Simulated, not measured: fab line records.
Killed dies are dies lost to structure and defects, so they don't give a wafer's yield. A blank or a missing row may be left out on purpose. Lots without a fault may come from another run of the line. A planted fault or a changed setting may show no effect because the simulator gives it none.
Matching of chambers + flow nand_harc + NHARC_A_CONTACT_DESCUM_74 on rie_diel-13: 4 sister chambers
The step chemistry O2, time 3 s. 8 wafers are shown with their chamber, then 8 later ones without.

## EACH WAFER AND ITS CHAMBER
| wafer  | chamber | drypump_motor_current_A (A) | showerhead_plenum_p_Torr (Torr) |
|--------|---------|-----------------------------|---------------------------------|
| L077.2 | 2       | 5.67                        | 1.87                            |
| L077.5 | 2       | 5.64                        | 1.87                            |
| L083.1 | 3       | 5.70                        | 1.86                            |
| L083.2 | 0       | 5.35                        | 1.77                            |
| L087.2 | 0       | 5.31                        | 1.77                            |
| L087.4 | 1       | 5.54                        | 1.83                            |
| L087.5 | 1       | 5.55                        | 1.83                            |
| L087.1 | 3       | 5.69                        | 1.85                            |

## WAFERS WITH NO CHAMBER GIVEN
| wafer  | drypump_motor_current_A (A) | showerhead_plenum_p_Torr (Torr) |
|--------|-----------------------------|---------------------------------|
| L087.3 | 5.62                        | 1.86                            |
| L087.6 | 5.59                        | 1.86                            |
| L096.1 | 5.63                        | 1.85                            |
| L096.3 | 5.31                        | 2.07                            |
| L096.4 | 5.52                        | 1.82                            |
| L097.1 | 5.34                        | 2.07                            |
| L097.2 | 5.70                        | 1.84                            |
| L097.5 | 5.54                        | 1.81                            |

## CHAMBER TAKEN BY EACH
| wafer  | from the rows above     | in truth                   |
|--------|-------------------------|----------------------------|
| L087.3 | can't be placed: 2 or 3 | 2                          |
| L087.6 | can't be placed: 2 or 3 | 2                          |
| L096.1 | 3                       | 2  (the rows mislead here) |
| L096.3 | 2                       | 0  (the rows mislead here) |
| L096.4 | 1                       | 1                          |
| L097.1 | 2                       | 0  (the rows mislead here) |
| L097.2 | 3                       | 3                          |
| L097.5 | 1                       | 1                          |
Placed correctly: 3 of 8. Not placeable from these rows: 2 (in 2, the candidates include the true chamber). 3 placed wrongly.
How it was worked out, from the rows above alone: a wafer's distance from a chamber is the root of the sum, over the readings, of the square of ((its reading less the chamber's mean) divided by the reading's scatter). If the next closest chamber is less than 2 further off than the closest, the wafer can't be placed; otherwise it belongs to the closest. Each chamber's mean is taken over the wafers shown for it. The scatter: the root of (the sum of the squares of (reading less its chamber's mean) over the shown wafers, divided by (wafers less chambers)).
